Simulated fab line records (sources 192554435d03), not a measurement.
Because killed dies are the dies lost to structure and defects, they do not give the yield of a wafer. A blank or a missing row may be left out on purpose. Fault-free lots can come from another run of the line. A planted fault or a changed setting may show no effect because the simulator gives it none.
A lot that was struck, set against a sound lot	flow n5 finfet	16 out of 1938 route steps
Sound: the wafers L927.3, L927.4, L927.6. Wafers struck: L937.2, L937.3, L937.6. The cause is named last.
Each step with rows lists, per side, the tool, then ch with its chambers, then its first start. Under that, the readings that differ: sound wafers	struck wafers	difference of the means	sigmas: that difference in standard deviations of wafers without a fault.
alike: same words and numbers on both sides, and readings whose means sit less than 2 such deviations apart. not compared: any withheld reading, any reading some wafer has no value for, any bound like >300 that may hide the same value, and any number with overlapping values for which the record gives no deviation.
The two part at a step that has a row with sigmas, a row that says differs or no value, or rows on one side only. Numbers that don't overlap but have no deviation are shown without sigmas and don't part them. Lack of a reading on every wafer of one side parts them only where that side has two or more wafers.

first, 4 steps without rows for these wafers: N5_BEOL_M4_SOFTBAKE_23 (time 60 s); N5_BEOL_M4_EXPOSE_25 (exposes mask V3, defocus 5 nm); N5_BEOL_M4_PEB_26 (peb time 60 s); N5_BEOL_M4_DEVELOP_27 (develop time 30 s).
N5_BEOL_M4_CD_MEAS_28: target cd 26.2 nm, target cd y 24.1 nm.
  sound on cd sem-03 ch 0, day 8 22:16; struck on cd sem-02 ch 0, day 11 17:46
  alike: cd nm
N5_BEOL_M4_OVL_MEAS_29:
  sound on overlay-01 ch 0, day 8 22:18; struck on overlay-01 ch 0, day 11 17:48
  alike: V3_OVL
N5_BEOL_M4_INSPECT_30: inspects for defects (brightfield).
  sound on defect inspect-02 at day 8 22:21; struck on defect inspect-01 at day 11 17:51
  alike: raw defect count
N5_BEOL_M4_DESCUM_33: chemistry O2, time 7 s.
  sound on rie diel-05 ch 0,1,3, day 8 22:23; struck on rie diel-01 ch 1,3, day 11 17:53
  alike: drypump motor current A, oes product au, rf vpp V, showerhead plenum p Torr, throttle valve pct
  not compared: rf hours counter h
N5_BEOL_M4_ETCH_77: etches underlayer in N2/H2, target depth 6.5 nm, time 5.2 s.
  sound on rie diel-05 ch 0,1,3, day 8 22:25; struck on rie diel-01 ch 1,3, day 11 17:55
  alike: bias w, drypump motor current A, etch rf on time s, h2 flow sccm, oes product au, rf vpp V, showerhead plenum p Torr, throttle valve pct
  not compared: rf hours counter h
N5_BEOL_M4_ETCH_69: etches SiARC in CF4, target depth 15.6 nm, time 26 s.
  sound on rie diel-05 ch 0,1,3, day 8 22:26; struck on rie diel-01 ch 1,3, day 11 17:56
  alike: bias w, drypump motor current A, etch rf on time s, oes product au, rf vpp V, showerhead plenum p Torr, throttle valve pct
  not compared: rf hours counter h
N5_BEOL_M4_ALD_98: deposits SiO2, target thk 2.5 nm, pulse time 1 s, co reactant pulse time 1 s.
  sound on ald sin-01 ch 1,3, day 8 23:51; struck on ald sin-02 ch 0,3, day 11 18:03
  alike: heater power w, precursor pulse height rel
N5_BEOL_M4_ETCHBACK_99: etches SiO2 in CHF3, target depth 5 nm, time 10.4 s.
  sound on rie diel-01 ch 0,2,3, day 9 02:13; struck on rie diel-02 ch 0,2,3, day 11 19:37
  alike: drypump motor current A, oes product au, rf vpp V, showerhead plenum p Torr, throttle valve pct
  not compared: rf hours counter h
N5_BEOL_M4_ETCH_70: etches SOC in N2/H2, target depth 80 nm, overetch 24 nm, time 130 s.
  sound on rie diel-01 ch 0,2,3, day 9 02:16; struck on rie diel-02 ch 0,2,3, day 11 19:40
reading	sound	struck	difference	sigmas
bias w (W)	149.7 150.0 150.4	141.1 141.2 140.5	-9.1	-22
rf vpp V (V)	522.4 523.3 519.4	504.9 506.4 507.4	-15.5	-5
  alike: drypump motor current A, h2 flow sccm, oes product au, showerhead plenum p Torr, throttle valve pct
  not compared: rf hours counter h, model.SiARC_of_BEOL_M4_COAT_68.thk nm
then, 1 step without rows for these wafers: N5_BEOL_M4_STRIP_71 (strips in N2/H2).
N5_BEOL_M4_RC_MEAS_101:
  sound on prober-02 ch 0, day 9 09:29; struck on prober-01 ch 0, day 12 00:03
  alike: DIBL_N, DIBL_P, IOFF_N, IOFF_P, ION_N, ION_P, SS_N, SS_P, VT_N, VT_P
N5_PASSIVATION_PROBE_49:
  rows exist in the record for the sound wafers here (prober-02, day 14 03:44), none for the struck ones

== WHERE THEY PART ==
First at N5_BEOL_M4_ETCH_70; last, within this record, at N5_PASSIVATION_PROBE_49.

WHY: whatever the simulator had introduced
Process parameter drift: rie diel-02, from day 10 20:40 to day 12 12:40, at N5_BEOL_M4_ETCH_70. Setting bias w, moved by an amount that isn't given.
